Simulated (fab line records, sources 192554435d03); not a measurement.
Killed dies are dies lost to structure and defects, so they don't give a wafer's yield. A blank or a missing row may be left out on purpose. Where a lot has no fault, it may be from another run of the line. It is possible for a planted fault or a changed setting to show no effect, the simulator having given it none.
Lot-split experiment	flow n5Finfet	21 wafers read from 7 lots, route of 1938 steps

== ON THE SPLIT ==
At N5_MOL_CONTACT_COAG_VIA_ETCH_117 (etches SiO2 in C4F6/O2, target depth 40 nm, overetch 8 nm, time 26 s), the setting biasW was moved away from the recipe's 455 W on 9 of the 21 wafers read, by -12.2% to +15.4%. All remaining wafers had this setting at the recipe value.

The reading comes from the split's own step.

== THE READING ==
rfVppV, in V, at N5_MOL_CONTACT_COAG_VIA_ETCH_117 (etches SiO2 in C4F6/O2, target depth 40 nm, overetch 8 nm, time 26 s). Typical for fault-free wafers on this fab line: 1590 V, with standard deviation 19 V.

wafer	tool, chamber at the split	biasW as run, W	against the recipe	rfVppV, V	against lot-mates on the recipe
L080.1	rieDiel-04, 3	455	recipe	1583	-
L080.4	rieDiel-04, 0	455	recipe	1608	-
L080.6	rieDiel-04, 2	455	recipe	1591	-
L081.3	rieDiel-05, 2	399.6	-12.2%	1468	no lot-mate on the recipe
L081.4	rieDiel-05, 0	399.6	-12.2%	1434	no lot-mate on the recipe
L081.5	rieDiel-05, 2	399.6	-12.2%	1470	no lot-mate on the recipe
L085.3	rieDiel-05, 0	525	+15.4%	1758	+138
L085.4	rieDiel-05, 2	525	+15.4%	1800	+180
L085.5	rieDiel-05, 2	455	recipe	1620	-
L089.2	rieDiel-04, 2	455	recipe	1592	-
L089.4	rieDiel-04, 0	510.1	+12.1%	1749	+157
L089.5	rieDiel-04, 3	510.1	+12.1%	1723	+131
L092.1	rieDiel-04, 0	455	recipe	1608	-
L092.4	rieDiel-04, 3	455	recipe	1583	-
L092.6	rieDiel-04, 0	455	recipe	1606	-
L094.3	rieDiel-03, 1	455	recipe	1562	-
L094.4	rieDiel-03, 3	455	recipe	1583	-
L094.5	rieDiel-03, 1	455	recipe	1563	-
L095.3	rieDiel-04, 1	427	-6.2%	1504	-79
L095.4	rieDiel-04, 3	427	-6.2%	1508	-75
L095.5	rieDiel-04, 3	455	recipe	1583	-

THE FIT
A straight line over all 21 wafers: rfVppV changes by +11.8 V for each +1% of biasW; r = +0.98; the points scatter about the line by 18 V.
The same after taking each lot's own level away (the mean of its wafers on the recipe; 18 wafers): +11.1 V for each +1%; r = +0.99; scatter 13 V.
According to that fit, moving biasW by its largest amount changes the reading by 1.7e+02 V.
From 1569.3 to 1620.0 V: that is the span of the lots' own levels, equal to 2.7 times the standard deviation above.
So the lot-to-lot level changes the slope little: the two slopes agree.
Check: +183 V against its lot-mates is what the line predicts for one of the wafers moved furthest among these (+15.4%) when that wafer is left out of the fit. Against them it came out at +138 V.
Tool readings at the split's step, against how far the setting was moved: rfVppV r = +0.98.

== FURTHER SPLITS ON THESE WAFERS ==
Note: prior to the reading, these wafers also went through further splits. Each is held against what the fit with the lots' levels taken away leaves over:
other split on the same wafers	wafers away from the commonest value	r with rfVppV (lot level and that fit taken away)
N5_MOL_CONTACT_COAG_COAT_76 spinRpm	8	+0.26

== THE FILE'S OWN FIT ==
rfVppV changes by +11.1 V for each +1% of biasW, r = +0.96.
